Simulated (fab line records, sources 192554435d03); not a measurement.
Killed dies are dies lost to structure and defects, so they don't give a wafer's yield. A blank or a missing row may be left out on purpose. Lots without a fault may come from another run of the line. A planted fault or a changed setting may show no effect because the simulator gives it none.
Split-lot experiment | flow n5_finfet | 7 lots, 21 wafers read, on a route of 1938 steps

THE SPLIT
At N5_BEOL_M6_ILD_DEP_00 (deposits SiCOH lowk from DEMS/porogen, target thk 179.75 nm, time 33.4 s), the setting time_s was moved away from the recipe's 33.4 s on 3 of the 21 wafers read, by +12.6%. The other wafers ran this setting at the recipe's value.

FROM THE SPLIT TO THE READING: what the file shows between them, 1 step
- N5_BEOL_M6_CURE_74: cures SiCOH lowk, time 240 s

THE READING
M6_ILD_THK, in nm, at N5_BEOL_M6_THK_MEAS_01. Fault-free wafers of this fab line usually give 154.9 nm, standard deviation 2.1 nm.

wafer  | tool, chamber at the split | time_s as run, s | against the recipe | M6_ILD_THK, nm | against lot-mates on the recipe
L076.2 | pecvd-03, 2                | 33.4             | recipe             | 152.6          | -
L076.3 | pecvd-03, 0                | 33.4             | recipe             | 153.4          | -
L076.4 | pecvd-03, 2                | 33.4             | recipe             | 154.8          | -
L079.1 | pecvd-03, 2                | 37.6             | +12.6%             | 171.0          | no lot-mate on the recipe
L079.3 | pecvd-03, 1                | 37.6             | +12.6%             | 175.1          | no lot-mate on the recipe
L079.5 | pecvd-03, 2                | 37.6             | +12.6%             | 173.2          | no lot-mate on the recipe
L078.1 | pecvd-03, 1                | 33.4             | recipe             | 155.4          | -
L078.2 | pecvd-03, 2                | 33.4             | recipe             | 151.8          | -
L078.5 | pecvd-03, 2                | 33.4             | recipe             | 153.8          | -
L080.3 | pecvd-04, 0,2              | 33.4             | recipe             | 153.2          | -
L080.5 | pecvd-04, 0                | 33.4             | recipe             | 154.1          | -
L080.6 | pecvd-04, 0,2              | 33.4             | recipe             | 153.4          | -
L085.2 | pecvd-03, 1                | 33.4             | recipe             | 154.9          | -
L085.4 | pecvd-03, 0                | 33.4             | recipe             | 154.3          | -
L085.5 | pecvd-03, 2                | 33.4             | recipe             | 155.2          | -
L087.1 | pecvd-02, 1                | 33.4             | recipe             | 155.4          | -
L087.2 | pecvd-02, 2                | 33.4             | recipe             | 151.9          | -
L087.6 | pecvd-02, 2                | 33.4             | recipe             | 157.4          | -
L091.1 | pecvd-04, 1                | 33.4             | recipe             | 152.3          | -
L091.2 | pecvd-04, 2                | 33.4             | recipe             | 152.1          | -
L091.4 | pecvd-04, 2                | 33.4             | recipe             | 154.3          | -
Where a row lists several chambers, the file gives one row for several wafers and doesn't say which wafer went through which chamber.

THE FIT
A straight line over all 21 wafers: M6_ILD_THK changes by +1.53 nm for each +1% of time_s; r = +0.98; the points scatter about the line by 1.6 nm.
Too few moved wafers have a lot-mate on the recipe to fit a line with each lot's own level taken away.

THE WHOLE CHAIN: every reading that the file lists as answering this split, in the file's order
step                   | what it does                                                             | reading                                                                                  | change (the file's fit)              | r (the file's)
N5_BEOL_M6_ILD_DEP_00  | deposits SiCOH lowk from DEMS/porogen, target thk 179.75 nm, time 33.4 s | SiCOH_lowk_of_BEOL_M6_ILD_DEP_00.thk_nm (the simulator's own value, which no gauge read) | +1.74 nm for each +1% of the setting | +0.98
N5_BEOL_M6_CURE_74     | cures SiCOH lowk, time 240 s                                             | SiCOH_lowk_of_BEOL_M6_ILD_DEP_00.thk_nm (the simulator's own value, which no gauge read) | +1.52 nm for each +1% of the setting | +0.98
N5_BEOL_M6_THK_MEAS_01 |                                                                          | M6_ILD_THK                                                                               | +1.53 for each +1% of the setting    | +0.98

THE FILE'S OWN FIT
M6_ILD_THK changes by +1.53 nm for each +1% of time_s, r = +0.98.
